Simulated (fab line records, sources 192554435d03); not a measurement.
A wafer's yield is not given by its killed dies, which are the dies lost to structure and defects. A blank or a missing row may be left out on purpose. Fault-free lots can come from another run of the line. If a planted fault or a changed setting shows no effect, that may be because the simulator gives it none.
fab line records | flow n5Finfet
record: lots: 4 wafers: 12 lastDay: 17
route steps=1938 shown BEOL_M11@1565 BEOL_M12@1602 PASSIVATION@1936
lots untouched by any fault: they come from a run of this same line in which no faults occurred
startH: start of the lot's first displayed wafer, in hours after the record's first day | waitH: time in hours since the lot's previous step | " unchanged from the row above | L1.1+2: one row covering several wafers at once | - no value, or no start given | * or withheld: withheld | < > ~ a bound
route shown NAME@n: names a module that has steps shown in the file, with the first one's number in the route | usual: the fault-free wafers' mean and standard deviation | same: alike in all rows | chamber/n: place in a boat | sites: readings site by site | _std_site: how widely they spread, as a standard deviation | _edge_site: outer sites' mean less inner sites' | radiusMm: how far each site lies from the wafer's centre | mask NAME#n: copy n | behind: the tool/chamber that last shaped the wafer | hold: cause of the lot's hold/its duration in hours/its outcome | device: names the non-switching transistor (n, p or np) | end of line: tests of these same wafers at the route's end | step lacking rows: just its recipe | killed: dies lost to structure and defects at the first sort, not the wafer's yield | map: the dies of a wafer, with x for killed, . for not killed, _ for no die there
set.NAME: the setting that was run; set.NAME@STEP: the one run at that earlier step | model.NAME: the simulator's own value behind a step, which no gauge read
lots seen at some steps along the route; tables by step, rows by wafer
== steps ==
step: N5_BEOL_M11_EXPOSE_25
recipe: maskId: V10 na: 1.35 sourceShape: annular sigmaInner: 0.5 sigmaOuter: 0.8 polarization: unpolarized doseMj: 85.5
step: N5_BEOL_M11_PEB_26
recipe: pebTempC: withheld pebTimeS: 60 resist: CAR-ArF
step: N5_BEOL_M11_DEVELOP_27
recipe: developTimeS: 30 developer: TMAH resist: CAR-ArF rinseLiquid: diw dry: airSpin devTempC: 23
step: N5_BEOL_M11_DESCUM_33
recipe: chemistry: O2 timeS: 7.9 sourcePowerW: 50 biasPowerW: 20 pressureMtorr: 20 rfFrequencyHz: 2.712e+07 tempC: 40 resist: CAR-ArF o2FlowSccm: 225
step: N5_BEOL_M11_ETCH_65
recipe: chemistry: CF4 target: SiARC targetDepthA: 390 maskMaterial: CAR-ArF timeS: 65 ionEnergyEv: 80 pressureMtorr: 40 sourceW: 545 biasW: 36 Ar_flow_sccm: 100 cf4FlowSccm: 100 ends: cleared
step: N5_BEOL_M11_ETCH_66
recipe: chemistry: N2/H2 target: SOC targetDepthA: 1200 overetchA: 240 maskMaterial: SiARC tempC: 40 timeS: 180 ionEnergyEv: 200 pressureMtorr: 30 sourceW: 840 biasW: 150 n2FlowSccm: 200 h2FlowSccm: 200
step: N5_BEOL_M11_STRIP_69
recipe: chemistry: N2/H2 tempC: 40 n2FlowSccm: 200 h2FlowSccm: 200 rfFrequencyHz: 6e+07
step: N5_BEOL_M11_VIA_ETCH_34
recipe: chemistry: C4F6/O2 target: SiCOH_lowk targetDepthA: 1845 maskMaterial: SOC taperDeg: 4 timeS: 69.2 ionEnergyEv: 250 pressureMtorr: 30 sourceW: 345 biasW: 185 Ar_flow_sccm: 300 C4F6_flow_sccm: 10 O2_flow_sccm: 10
step: N5_BEOL_M11_STRIP_73
recipe: chemistry: C4F6/O2 resist: SiARC rfFrequencyHz: 6e+07
step: N5_BEOL_M11_STRIP_36
recipe: chemistry: N2/H2 powerW: 450 tempC: 40 pressureMtorr: 20 rfFrequencyHz: 6e+07 overashFraction: 0.3 biasPowerW: 7 h2Frac: 0.5 n2FlowSccm: 200 h2FlowSccm: 200
usual: drypumpMotorCurrentA: 5.8/0.57 oesProductAu: 0.78/0.077 rfVppV: 59.0/1.9 showerheadPlenumPTorr: 2.53/0.079 throttleValvePct: 23.79/0.2
columns lot.wafer tool chamber startH waitH drypumpMotorCurrentA oesProductAu rfHoursCounterH rfVppV showerheadPlenumPTorr throttleValvePct
L730.2 rieDiel-03 2 321.15 0.0 5.0 0.74 183 58.8 2.63 23.68
L730.5 " 3 " " 5.4 0.85 - 59.2 2.57 23.81
L730.6 " 0 " " 5.5 0.69 - 58.1 2.50 23.86
L732.3 rieDiel-06 0 328.98 0.0 6.4 0.92 8 58.8 2.60 23.88
L732.4 " 2 " " 6.5 0.74 193 57.7 2.42 23.89
L732.6 " 1 " " 5.2 0.91 - 60.6 2.59 23.43
L734.1 rieDiel-06 0 340.83 0.0 6.5 0.92 12 57.4 2.60 23.90
L734.2 " 2 " " 6.4 0.72 197 58.9 2.42 23.88
L734.4 " 1 " " 5.2 0.90 30 59.8 2.59 23.44
L738.1 rieDiel-06 0 353.44 0.0 6.4 0.92 17 58.1 2.59 23.85
L738.4 " 3 " " 5.2 0.76 106 60.4 2.56 24.11
L738.5 " 0 " " 6.5 0.90 - 60.1 2.59 23.86
step: N5_BEOL_M11_TRENCH_ETCH_37
recipe: chemistry: C4F6/O2 targetDepthA: 1488.3 target: SiCOH_lowk timeS: 48 ionEnergyEv: 250 pressureMtorr: 30 sourceW: 345 biasW: 185 Ar_flow_sccm: 300 C4F6_flow_sccm: 10 O2_flow_sccm: 10
step: N5_BEOL_M11_ETCH_41
recipe: chemistry: CH3F/O2 target: SiCN targetDepthA: 426 taperDeg: 2 timeS: 86 ionEnergyEv: 120 maskMaterial: TiN pressureMtorr: 30 sourceW: 395 biasW: 75 Ar_flow_sccm: 150 CH3F_flow_sccm: 30 O2_flow_sccm: 20
step: N5_BEOL_M11_STRIP_77
recipe: chemistry: N2/H2 timeS: 10 powerW: 450 tempC: 40 pressureMtorr: 20 rfFrequencyHz: 6e+07 biasPowerW: 7 n2FlowSccm: 200 h2FlowSccm: 200
step: N5_BEOL_M11_HM_STRIP_39
recipe: chemistry: peroxideTinStrip material: TiN targetDepthA: 250 tempC: 50 timeS: 158
step: N5_BEOL_M11_SRD_40
recipe: timeS: 30 tempC: 23 rinseLiquid: diw dry: ipaMarangoni
step: N5_BEOL_M11_PRECLEAN_42
recipe: chemistry: residueRemover timeS: 60 tempC: 40
step: N5_BEOL_M11_SRD_43
recipe: timeS: 30 tempC: 23 rinseLiquid: diw dry: ipaMarangoni
step: N5_BEOL_M11_CURE_72
recipe: tempC: 370 timeS: 120 ambient: DMADMS/He material: SiCOH_lowk
step: N5_BEOL_M11_DEGAS_44
recipe: ambient: vacuum tempC: 250 timeS: 60
step: N5_BEOL_M11_PRE_CLEAN_45
recipe: gas: H2/He timeS: 30 tempC: 250
step: N5_BEOL_M11_ALD_74
recipe: material: TaN targetThkA: 20 tempC: 275 aldPrecursorFamily: PDMAT aldCoReactant: NH3 pressureTorr: 3 carrierFlowSccm: 1500 pulseTimeS: 2 purgeTimeS: 3 coReactantPurgeTimeS: 2 coReactantPulseTimeS: 3 aldCycles: 40 precursorVesselTempC: 75 precursorVesselPressureTorr: 26.25 precursorVesselCarrierSccm: 1000
step: N5_BEOL_M11_SURFACE_TREAT_76
recipe: gas: Ar timeS: * ionEnergyEv: * ionCurrentMaCm2: 0.5 pressureMtorr: * arFlowSccm: 30
step: N5_BEOL_M11_CVD_75
recipe: material: Co targetThkA: 20 tempC: withheld precursor: CCTBA/H2 pressureTorr: 30 timeS: 138.9
step: N5_BEOL_M11_SPUTTER_48
recipe: material: Cu targetThkA: 120 tempC: -20 biasV: 60 powerW: 26000 chamberPressurePa: 0.13 timeS: 2
step: N5_BEOL_M11_ECD_50
recipe: material: Cu targetThkA: 3180
step: N5_BEOL_M11_ANNEAL_51
recipe: tempC: 225 timeS: 90 ambient: N2
step: N5_BEOL_M11_CMP_52
recipe: stopOn: SiCOH_lowk tOverpolishS: 7 downForcePsi: 1 platenRpm: 50 clearingPlatenDownForcePsi: 1.5 clearingPlatenRpm: 50 postCmpClean: cuAlkaline targetThkNm: 140 clearingPlatenPadVelocityMS: 0.99484 padVelocityMS: 0.99484
step: N5_BEOL_M11_PRE_CLEAN_55
recipe: gas: NH3 timeS: 15 tempC: withheld rfPowerW: 300
step: N5_BEOL_M11_DEP_56
recipe: material: SiCN targetThkA: 300 tempC: withheld precursor: 3MS/NH3 pressureTorr: 3 rfW: 675 timeS: 10.5
step: N5_BEOL_M12_ILD_DEP_00
recipe: material: SiOC targetThkA: 6589.2 tempC: 350 precursor: DEMS/O2 pressureTorr: 5 rfW: 500 timeS: 130.7
step: N5_BEOL_M12_COAT_58
recipe: resist: BARC tempC: 205 timeS: 60 spinRpm: 1500 resistThkNm: 89
step: N5_BEOL_M12_COAT_04
recipe: spinRpm: 1625 resistThkNm: 400
step: N5_BEOL_M12_EBR_06
recipe: solvent: PGMEA ebrWidthMm: 1.5
step: N5_PASSIVATION_PROBE_49
usual: defectLimitedYield: 90.8/1.7 killed_at_M0_to_M3: 37/12 killed_at_M4_up: 15/5.6 killedAtContacts: 13/6.9 killedAtFrontEnd: 40/11 killedAtOther: 4/3.2 killedDies: 109/20 killedOpen: 73/15 killedShort: 35/8.3 sort_bin_5_function: 5.4/1.1 sort_bin_6_memory: 3.5/0.73 sortNPass: 1071/20 sortYieldPct: 90.8/1.7
same: grossDies: 1180 killedAtBackSide: 0 sort_bin_4_leakage[%]: 0 sort_bin_8_speed[%]: 0
columns lot.wafer tool chamber startH waitH defectLimitedYield[%] killed_at_M0_to_M3 killed_at_M4_up killedAtContacts killedAtFrontEnd killedAtOther killedDies killedOpen killedShort sort_bin_5_function[%] sort_bin_6_memory[%] sortNPass sortYieldPct[%]
L734.1 prober-01 - 387.53 0.0 82.7 45 123 8 27 1 204 56 30 10.7 4.0 976 82.7
L734.2 prober-01 - 387.58 0.1 89.7 33 44 19 21 5 122 57 30 5.9 2.9 1058 89.7
L734.4 prober-01 - 387.68 0.2 82.5 24 132 12 36 2 206 75 22 10.4 4.9 974 82.5
L738.1 prober-02 - 403.09 0.0 83.0 17 131 13 37 3 201 55 23 10.3 4.4 979 83.0
L738.4 prober-02 - 403.24 0.2 83.7 13 133 9 36 1 192 45 22 10.4 2.6 988 83.7
L738.5 prober-02 - 403.29 0.2 84.0 17 131 4 35 2 189 57 12 10.4 3.4 991 84.0
killed by level:class
L734.1 BEOL_M11:unspecified=118 BEOL_M0_SAQP:geometricParticle:short=10 BEOL_M0_SAQP:geometricParticle:open=8 STI_FIN_REVEAL:geometricParticle:open=7 BEOL_M2:geometricParticle:open=7 BEOL_M3:geometricParticle:open=7 BEOL_M3:geometricParticle:short=6 MOL_CONTACT_COAG:geometricParticle:open=6
L734.2 BEOL_M11:unspecified=34 MOL_CONTACT_COAG:geometricParticle:open=15 BEOL_M0_SAQP:geometricParticle:open=9 BEOL_M0_SAQP:geometricParticle:short=6 BEOL_M2:geometricParticle:open=6 BEOL_M3:geometricParticle:open=6 FIN_SAQP:geometricParticle:short=5 BEOL_M4:geometricParticle:open=5
L734.4 BEOL_M11:unspecified=108 STI_FIN_REVEAL:geometricParticle:open=11 MOL_CONTACT_COAG:geometricParticle:open=11 BEOL_M4:geometricParticle:open=11 BEOL_M2:geometricParticle:open=8 FIN_SAQP:geometricParticle:open=5 BEOL_M0_SAQP:geometricParticle:open=4 BEOL_M3:geometricParticle:open=4
L738.1 BEOL_M11:unspecified=123 MOL_CONTACT_COAG:geometricParticle:open=10 DUMMY_GATE:geometricParticle:open=9 STI_FIN_REVEAL:geometricParticle:open=7 FIN_SAQP:geometricParticle:open=6 BEOL_M0_SAQP:geometricParticle:open=5 BEOL_M2:geometricParticle:open=5 STI_FIN_REVEAL:geometricParticle:short=3
L738.4 BEOL_M11:unspecified=123 STI_FIN_REVEAL:geometricParticle:open=9 MOL_CONTACT_COAG:geometricParticle:open=8 ILD0:geometricParticle:open=7 DUMMY_GATE:geometricParticle:open=6 BEOL_M0_SAQP:geometricParticle:short=5 FIN_SAQP:geometricParticle:short=4 BEOL_M4:geometricParticle:open=3
L738.5 BEOL_M11:unspecified=116 STI_FIN_REVEAL:geometricParticle:open=17 BEOL_M1:geometricParticle:open=6 BEOL_M8:geometricParticle:open=6 BEOL_M2:geometricParticle:open=5 DUMMY_GATE:geometricParticle:open=4 MOL_CONTACT_COAG:geometricParticle:open=4 BEOL_M4:geometricParticle:open=4
map L734.4 (x killed, . not)
_________________......x.x...________________
______________.................._____________
___________....x...................__________
__________.........................._________
________...........x.......xx........._______
_______x..x.x.....xx..x................______
______........x.......................x._____
_____.........................x....x.....____
____.................................x....___
___.........x.............x...............x__
___..............x.........................__
__..x........x..................x..........._
__x...........x....x.............x.xx......._
_.....xx.x...........................x...x...
_x........x.....................x......xx..x.
_......xx.................x...x..............
_.....................xx.................x...
_...............x................x..x.xx.xx..
_.x..x....x.................x...x...xx.......
_....x......x................x.....xxxx.xxx..
_...............x...x.....x....xx.xxxxxxxxxxx
__...x.....x......x.............xxxxxxxxxxxx_
__.............................xxxxxxxxxxxxx_
___...........................xxxxxxxxxxxxx__
___x.....x.............x.......xxxxxxxxxxxx__
____............x............xxxxxxxxxxxxx___
_____..x.....xx..x...x........x.xxxxxxxxx____
______......xx..x..x.............xxxxxxx_____
_______.....x........x.x..x...x.xx..xxx______
________..........x......x....x.....xx_______
__________.....xx...............x.x._________
___________........x...............__________
______________.................x_____________
_________________..x.........________________
map L738.1 (x killed, . not)
_________________............________________
______________.............x...._____________
___________..x..x.........xx.......__________
__________xxx..x...x........x......._________
________....xxxx.xx...x.............x._______
_______..xx.xxxxxxxx...................______
______...x.xxxxxxxx.xx..............x..._____
_____...x.xxxxxxxxxxx..x.....x..x..x.....____
____.xx.xxxxxxxxxxxxxx..x.....x..x........___
___....xxxxxxxxxxxxxx.x...........x........__
___....xxxxxxxxxxxxxx.....................x__
__......x.xxxxxxxxxx........................_
__....x..xxxxxxxxxxxxx...x............x....._
_.....x...x.xxxxxx.....x.x..................x
_...........xxx.xxxxx........................
_....x.......x...x...........................
_..x..................................x......
_..........................x.................
_...........x.........x............xxx...x...
_..........x...................x.............
_..........x.................................
__...x.......x....x....x...xx..............._
__........................x..........x......_
___......x.................x.........x.....__
___..x....x......x....x............xx......__
____......................................___
_____.......................x............____
______..xx...xx.x.......x.............x._____
_______....xx....x..........x..........______
________.....x........................_______
__________.........................._________
___________......x..............x..__________
______________............x....._____________
_________________............________________
== key ==
firstSign: step: N5_PASSIVATION_PROBE_49 reading: killed_at_M4_up direction: up sigmas: 18 usual: 15 struck: 116
effect: step: N5_PASSIVATION_PROBE_49 reading: killedDies direction: up sigmas: 3.9 usual: 109 struck: 186 wafersMoved: 5
moreKillsBornAt: N5_BEOL_M11_STRIP_36@rieDiel-06: 622
metAt N5_BEOL_M11_STRIP_36
struckWafers L734.1,L734.2,L734.4,L738.1,L738.4,L738.5
onsetBetween 328.98 340.83
alsoFits time
fault: kind: chamberParticleSource tool: rieDiel-06 chamber: - onsetH: 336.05 steps: N5_BEOL_M11_STRIP_36 ratePerVisitCm2: 0.88294 endH: 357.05
